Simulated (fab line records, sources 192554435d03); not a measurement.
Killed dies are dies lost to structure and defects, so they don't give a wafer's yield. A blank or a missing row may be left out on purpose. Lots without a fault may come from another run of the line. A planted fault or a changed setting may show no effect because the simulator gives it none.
fab line records | flow n5_finfet
record lots=7 wafers=21 last_day=18
route steps=1938 shown BEOL_M4@1085 PASSIVATION@1936
lots that met no fault: from a run of the same line without faults
start_h: hours from the record's first day to the start of the lot's first wafer shown | wait_h: hours since the lot's step before | " the same as in the row above | L1.1+2: a row that stands for several wafers | - no value, or no start given | * or withheld: withheld | < > ~ a bound
route shown NAME@n: a module of which the file shows steps, and the number in the route of the first | usual: mean/standard deviation of fault-free wafers | same: alike in all rows | chamber/n: place in a boat | sites: the reading at each site | _std_site: their standard deviation | _edge_site: outer sites' mean less inner sites' | radius_mm: how far each site lies from the wafer's centre | mask NAME#n: copy n | behind: the tool/chamber that last shaped the wafer | hold: why the lot was held/for how many hours/how that ended | device: the transistor (n, p or np) that didn't switch | end of line: the same wafers' tests at the end of the route | a step without rows: its recipe alone | killed: dies lost to structure and defects at the first sort, not the wafer's yield | map: a wafer's dies, x killed, . not, _ none there
set.NAME: the setting as run; set.NAME@STEP: as run at that earlier step | model.NAME: the simulator's own value behind a step, which no gauge read
lots at some steps of the route; a table a step, a row a wafer
## steps
# step N5_BEOL_M4_ANNEAL_49
# recipe temp_c=400 time_s=240 ambient=vacuum
# step N5_BEOL_M4_SPUTTER_79
# recipe material=Cu target_thk_a=45 temp_c=-20 chamber_pressure_pa=0.07 power_w=withheld time_s=8.29
# step N5_BEOL_M4_ANNEAL_80
# recipe temp_c=400 time_s=240 ambient=vacuum
# step N5_BEOL_M4_SPUTTER_81
# recipe material=Cu target_thk_a=45 temp_c=-20 chamber_pressure_pa=0.07 power_w=withheld time_s=8.29
# step N5_BEOL_M4_ANNEAL_82
# recipe temp_c=400 time_s=240 ambient=vacuum
# step N5_BEOL_M4_SPUTTER_86
# recipe material=Cu target_thk_a=45 temp_c=-20 chamber_pressure_pa=0.07 power_w=withheld time_s=8.29
# usual throttle_valve_pct=29.8/0.84
# columns lot.wafer tool chamber start_h wait_h throttle_valve_pct
L997.2 pvd_sputter-02 - 186.45 0.1 29.4
L997.4 " - " " 29.9
L997.6 " - " " 29.7
L100.1 pvd_sputter-02 - 213.24 0.1 29.8
L100.4 " - " " 30.9
L100.5 " - " " 30.7
L106.2 pvd_sputter-03 - 242.02 0.1 31.0
L106.3 " - " " 28.4
L106.5 " - " " 30.9
L116.1 pvd_sputter-01 - 304.43 0.1 30.5
L116.2 " - " " 28.8
L116.5 " - " " 29.9
L118.1 pvd_sputter-02 - 305.91 0.1 29.4
L118.2 " - " " 29.9
L118.4 " - " " 30.2
L117.1 pvd_sputter-01 - 306.53 0.1 28.8
L117.3 " - " " 30.5
L117.4 " - " " 28.2
L119.3 pvd_sputter-03 - 316.50 0.1 30.5
L119.4 " - " " 28.4
L119.6 " - " " 30.6
# step N5_BEOL_M4_ANNEAL_87
# recipe temp_c=400 time_s=240 ambient=vacuum
# usual heater_power_w=844/56 susceptor_temp_C=399.99/0.22
# columns lot.wafer tool chamber start_h wait_h heater_power_w susceptor_temp_C
L997.2 pvd_sputter-02 - 186.53 0.0 788 400.07
L997.4 " - " " 919 400.15
L997.6 " - " " 890 400.21
L100.1 pvd_sputter-02 - 213.32 0.0 904 399.89
L100.4 " - " " 800 400.31
L100.5 " - " " 791 400.15
L106.2 pvd_sputter-03 - 242.10 0.0 712 399.91
L106.3 " - " " 891 400.16
L106.5 " - " " 736 399.83
L116.1 pvd_sputter-01 - 304.51 0.0 862 399.93
L116.2 " - " " 888 400.03
L116.5 " - " " 777 400.12
L118.1 pvd_sputter-02 - 306.00 0.0 797 399.64
L118.2 " - " " 905 399.90
L118.4 " - " " 848 399.79
L117.1 pvd_sputter-01 - 306.61 0.0 861 400.03
L117.3 " - " " 884 399.92
L117.4 " - " " 925 399.75
L119.3 pvd_sputter-03 - 316.58 0.0 848 399.58
L119.4 " - " " 898 399.86
L119.6 " - " " 818 399.57
# step N5_BEOL_M4_SPUTTER_88
# recipe material=Cu target_thk_a=45 temp_c=-20 chamber_pressure_pa=0.07 power_w=withheld time_s=8.29
# usual throttle_valve_pct=29.8/0.85
# columns lot.wafer tool chamber start_h wait_h throttle_valve_pct
L997.2 pvd_sputter-02 - 186.67 0.1 29.9
L997.4 " - " " 29.9
L997.6 " - " " 29.9
L100.1 pvd_sputter-02 - 213.46 0.1 29.4
L100.4 " - " " 31.0
L100.5 " - " " 30.6
L106.2 pvd_sputter-03 - 242.24 0.1 31.1
L106.3 " - " " 28.4
L106.5 " - " " 30.7
L116.1 pvd_sputter-01 - 304.65 0.1 30.4
L116.2 " - " " 28.6
L116.5 " - " " 30.3
L118.1 pvd_sputter-02 - 306.16 0.1 29.8
L118.2 " - " " 29.6
L118.4 " - " " 30.2
L117.1 pvd_sputter-01 - 306.75 0.1 28.6
L117.3 " - " " 30.6
L117.4 " - " " 28.2
L119.3 pvd_sputter-03 - 316.72 0.1 30.2
L119.4 " - " " 28.6
L119.6 " - " " 30.7
# step N5_BEOL_M4_ANNEAL_89
# recipe temp_c=400 time_s=240 ambient=vacuum
# step N5_BEOL_M4_SPUTTER_90
# recipe material=Cu target_thk_a=45 temp_c=-20 chamber_pressure_pa=0.07 power_w=withheld time_s=8.29
# usual throttle_valve_pct=29.8/0.8
# columns lot.wafer tool chamber start_h wait_h throttle_valve_pct
L997.2 pvd_sputter-02 - 186.89 0.1 29.5
L997.4 " - " " 29.7
L997.6 " - " " 30.0
L100.1 pvd_sputter-02 - 213.68 0.1 29.7
L100.4 " - " " 30.8
L100.5 " - " " 30.9
L106.2 pvd_sputter-03 - 242.46 0.1 30.9
L106.3 " - " " 28.4
L106.5 " - " " 30.6
L116.1 pvd_sputter-01 - 304.87 0.1 30.1
L116.2 " - " " 28.8
L116.5 " - " " 29.9
L118.1 pvd_sputter-02 - 306.41 0.1 29.8
L118.2 " - " " 29.9
L118.4 " - " " 30.1
L117.1 pvd_sputter-01 - 306.97 0.1 28.7
L117.3 " - " " 30.5
L117.4 " - " " 28.5
L119.3 pvd_sputter-03 - 316.94 0.1 30.5
L119.4 " - " " 28.6
L119.6 " - " " 30.5
# step N5_BEOL_M4_ANNEAL_91
# recipe temp_c=400 time_s=240 ambient=vacuum
# usual heater_power_w=845/57 susceptor_temp_C=400.03/0.23
# columns lot.wafer tool chamber start_h wait_h heater_power_w susceptor_temp_C
L997.2 pvd_sputter-02 - 186.97 0.0 791 399.59
L997.4 " - " " 911 399.70
L997.6 " - " " 922 400.01
L100.1 pvd_sputter-02 - 213.76 0.0 911 400.19
L100.4 " - " " 772 399.94
L100.5 " - " " 781 400.17
L106.2 pvd_sputter-03 - 242.54 0.0 729 400.01
L106.3 " - " " 894 399.97
L106.5 " - " " 731 399.90
L116.1 pvd_sputter-01 - 304.95 0.0 867 400.03
L116.2 " - " " 890 400.02
L116.5 " - " " 758 399.99
L118.1 pvd_sputter-02 - 306.50 0.0 805 400.28
L118.2 " - " " 910 400.20
L118.4 " - " " 858 399.69
L117.1 pvd_sputter-01 - 307.05 0.0 884 400.39
L117.3 " - " " 881 399.98
L117.4 " - " " 918 399.73
L119.3 pvd_sputter-03 - 317.02 0.0 850 400.19
L119.4 " - " " 898 399.71
L119.6 " - " " 832 400.10
# step N5_BEOL_M4_SPUTTER_92
# recipe material=Cu target_thk_a=45 temp_c=-20 chamber_pressure_pa=0.07 power_w=withheld time_s=8.29
# step N5_BEOL_M4_ANNEAL_93
# recipe temp_c=400 time_s=240 ambient=vacuum
# usual heater_power_w=844/59 susceptor_temp_C=400.02/0.2
# columns lot.wafer tool chamber start_h wait_h heater_power_w susceptor_temp_C
L997.2 pvd_sputter-02 - 187.19 0.0 764 399.81
L997.4 " - " " 901 400.14
L997.6 " - " " 896 399.90
L100.1 pvd_sputter-02 - 213.98 0.0 905 399.92
L100.4 " - " " 809 400.18
L100.5 " - " " 806 400.13
L106.2 pvd_sputter-03 - 242.76 0.0 726 400.01
L106.3 " - " " 892 399.98
L106.5 " - " " 721 400.26
L116.1 pvd_sputter-01 - 305.17 0.0 - -
L116.2 " - " " - -
L116.5 " - " " - -
L118.1 pvd_sputter-02 - 306.74 0.0 - -
L118.2 " - " " - -
L118.4 " - " " - -
L117.1 pvd_sputter-01 - 307.27 0.0 - -
L117.3 " - " " - -
L117.4 " - " " - -
L119.3 pvd_sputter-03 - 317.24 0.0 851 399.97
L119.4 " - " " 921 400.20
L119.6 " - " " 833 400.11
# step N5_BEOL_M4_SPUTTER_94
# recipe material=Cu target_thk_a=45 temp_c=-20 chamber_pressure_pa=0.07 power_w=withheld time_s=8.29
# step N5_BEOL_M4_RC_MEAS_101
# usual DIBL_N=36.0/2.5 DIBL_P=36.2/3 IOFF_N=0.16/0.044 IOFF_P=0.21/0.049 ION_N=671/15 ION_P=461/8.7 SS_N=71.5/0.72 SS_P=73.4/0.9 VT_N=251/4.4 VT_P=-250/4
# columns lot.wafer tool chamber start_h wait_h DIBL_N[mV/V] DIBL_P[mV/V] IOFF_N[nA/um] IOFF_P[nA/um] ION_N[uA/um] ION_P[uA/um] SS_N[mV/dec] SS_P[mV/dec] VT_N[mV] VT_P[mV]
L997.2 prober-02 0 189.40 0.8 29.5 30.2 0.08 0.13 638 444 70.2 71.6 261 -259
L997.4 " 0 " " 31.8 32.8 0.10 0.14 651 447 71.0 72.9 258 -258
L997.6 " 0 " " 34.0 36.0 0.12 0.18 647 447 71.3 73.2 257 -257
L100.1 prober-01 0 215.44 0.0 33.3 33.9 0.12 0.17 677 464 71.2 73.7 252 -253
L100.4 " 0 " " 38.9 40.1 0.21 0.24 690 456 72.6 74.3 247 -249
L100.5 " 0 " " 34.6 34.6 0.14 0.17 673 459 71.7 72.8 252 -255
L106.2 prober-02 0 244.47 0.2 35.3 34.4 0.13 0.20 671 460 71.0 73.2 251 -251
L106.3 " 0 " " 34.0 31.9 0.11 0.16 648 448 70.5 72.6 256 -252
L106.5 " 0 " " 33.5 31.9 0.10 0.16 656 463 70.2 73.2 254 -250
L116.1 prober-02 0 306.64 0.0 35.1 34.4 0.13 0.18 656 455 72.0 72.7 254 -252
L116.2 " 0 " " 28.9 27.9 0.06 0.12 631 444 70.0 70.5 261 -256
L116.5 " 0 " " 31.9 31.1 0.09 0.14 642 453 70.7 72.2 257 -252
L118.1 prober-01 0 308.34 0.0 39.0 39.1 0.20 0.29 666 460 72.7 74.2 248 -248
L118.2 " 0 " " 35.8 35.5 0.15 0.20 658 457 71.9 72.7 252 -250
L118.4 " 0 " " 35.1 34.9 0.14 0.19 684 470 70.8 73.6 250 -250
L117.1 prober-01 0 309.27 0.4 36.4 36.8 0.18 0.27 693 481 71.3 72.0 243 -242
L117.3 " 0 " " 37.4 36.8 0.19 0.25 678 468 70.8 73.8 246 -246
L117.4 " 0 " " 36.1 34.6 0.15 0.20 666 458 71.4 72.9 250 -251
L119.3 prober-02 0 319.01 0.3 30.4 29.3 0.07 0.10 638 438 70.0 71.8 261 -263
L119.4 " 0 " " 35.3 35.9 0.12 0.18 662 456 71.2 73.4 256 -255
L119.6 " 0 " " 33.7 33.6 0.11 0.14 660 453 71.0 73.0 256 -258
# step N5_PASSIVATION_PROBE_49
# usual defect_limited_yield=91.7/1.4 killed_at_M0_to_M3=31/11 killed_at_M4_up=13/4.6 killed_at_contacts=13/6.7 killed_at_front_end=39/9.6 killed_at_other=3.5/2.8 killed_dies=98/16 killed_open=64/11 killed_short=33/8.5 sort_bin_5_function=4.9/0.96 sort_bin_6_memory=3.1/0.59 sort_bin_8_speed=0.2/1.3 sort_n_pass=1080/23 sort_yield_pct=91.5/1.9
# same gross_dies=1180 killed_at_back_side=0 sort_bin_4_leakage[%]=0
# columns lot.wafer tool chamber start_h wait_h defect_limited_yield[%] killed_at_M0_to_M3 killed_at_M4_up killed_at_contacts killed_at_front_end killed_at_other killed_dies killed_open killed_short sort_bin_5_function[%] sort_bin_6_memory[%] sort_bin_8_speed[%] sort_n_pass sort_yield_pct[%]
L100.1 prober-01 - 319.15 0.0 90.8 36 11 10 44 8 109 73 36 5.3 3.5 0 1071 90.8
L100.4 prober-01 - 319.30 0.2 91.4 30 7 15 44 5 101 65 36 5.3 3.2 0 1079 91.4
L100.5 prober-01 - 319.35 0.2 93.1 22 8 11 33 8 82 59 23 3.6 3.1 0 1098 93.1
L106.2 prober-01 - 343.66 0.1 90.8 38 13 13 40 4 108 61 47 6.0 2.8 0 1072 90.8
L106.3 prober-01 - 343.71 0.1 91.1 38 25 9 32 1 105 65 40 5.8 2.9 0 1075 91.1
L106.5 prober-01 - 343.81 0.2 89.6 50 13 13 45 2 123 78 45 6.7 3.1 0 1057 89.6
# killed by level:class
L100.1 BEOL_M1:geometric_particle:open=12 GATE_CUT:geometric_particle:short=9 BEOL_M0:geometric_particle:open=9 FIN_SAQP:geometric_particle:short=7 STI_FIN_REVEAL:geometric_particle:open=7 MOL_CONTACT_COAG:geometric_particle:open=7 GATE_CUT:geometric_particle:open=5 BEOL_M1:geometric_particle:short=5
L100.4 MOL_CONTACT_COAG:geometric_particle:open=13 GATE_CUT:geometric_particle:short=8 STI_FIN_REVEAL:geometric_particle:open=7 DUMMY_GATE:geometric_particle:open=6 BEOL_M3:geometric_particle:open=6 GATE_CUT:geometric_particle:open=5 BEOL_M0:geometric_particle:open=5 BEOL_M1:geometric_particle:short=5
L100.5 MOL_CONTACT_COAG:geometric_particle:open=9 BEOL_M0:geometric_particle:open=5 STI_FIN_REVEAL:geometric_particle:open=5 DUMMY_GATE:geometric_particle:open=5 BEOL_M3:geometric_particle:short=5 BEOL_M4:geometric_particle:open=5 FIN_SAQP:geometric_particle:open=4 GATE_CUT:geometric_particle:open=4
L106.2 BEOL_M0_SAQP:geometric_particle:short=14 STI_FIN_REVEAL:geometric_particle:open=10 FIN_SAQP:geometric_particle:open=8 MOL_CONTACT_COAG:geometric_particle:open=8 STARTING-WAFER:geometric_particle:short=6 MOL_CONTACT_COAG:geometric_particle:short=5 BEOL_M0_SAQP:geometric_particle:open=5 BEOL_M2:geometric_particle:short=5
L106.3 BEOL_M0_SAQP:geometric_particle:open=11 BEOL_M4:geometric_particle:open=11 BEOL_M0_SAQP:geometric_particle:short=10 FIN_SAQP:geometric_particle:short=8 FIN_SAQP:geometric_particle:open=8 BEOL_M8:geometric_particle:open=8 STI_FIN_REVEAL:geometric_particle:open=6 MOL_CONTACT_COAG:geometric_particle:open=6
L106.5 BEOL_M0_SAQP:geometric_particle:short=13 FIN_SAQP:geometric_particle:short=11 BEOL_M0_SAQP:geometric_particle:open=11 STI_FIN_REVEAL:geometric_particle:open=11 FIN_SAQP:geometric_particle:open=10 BEOL_M0:geometric_particle:open=10 MOL_CONTACT_COAG:geometric_particle:open=10 BEOL_M4:geometric_particle:open=6
## key
first_sign step=N5_BEOL_M4_ANNEAL_93 reading=tool_record direction=missing
effect none on later readings
met_at N5_BEOL_M4_ANNEAL_93
struck_wafers L116.1,L116.2,L116.5,L117.1,L117.3,L117.4,L118.1,L118.2,L118.4
onset_between 213.98 305.17
fault kind=skipped_step_whole tool=pvd_sputter-01,pvd_sputter-02 chamber=- onset_h=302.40 steps=N5_BEOL_M4_ANNEAL_93 scope=struck_lots_only
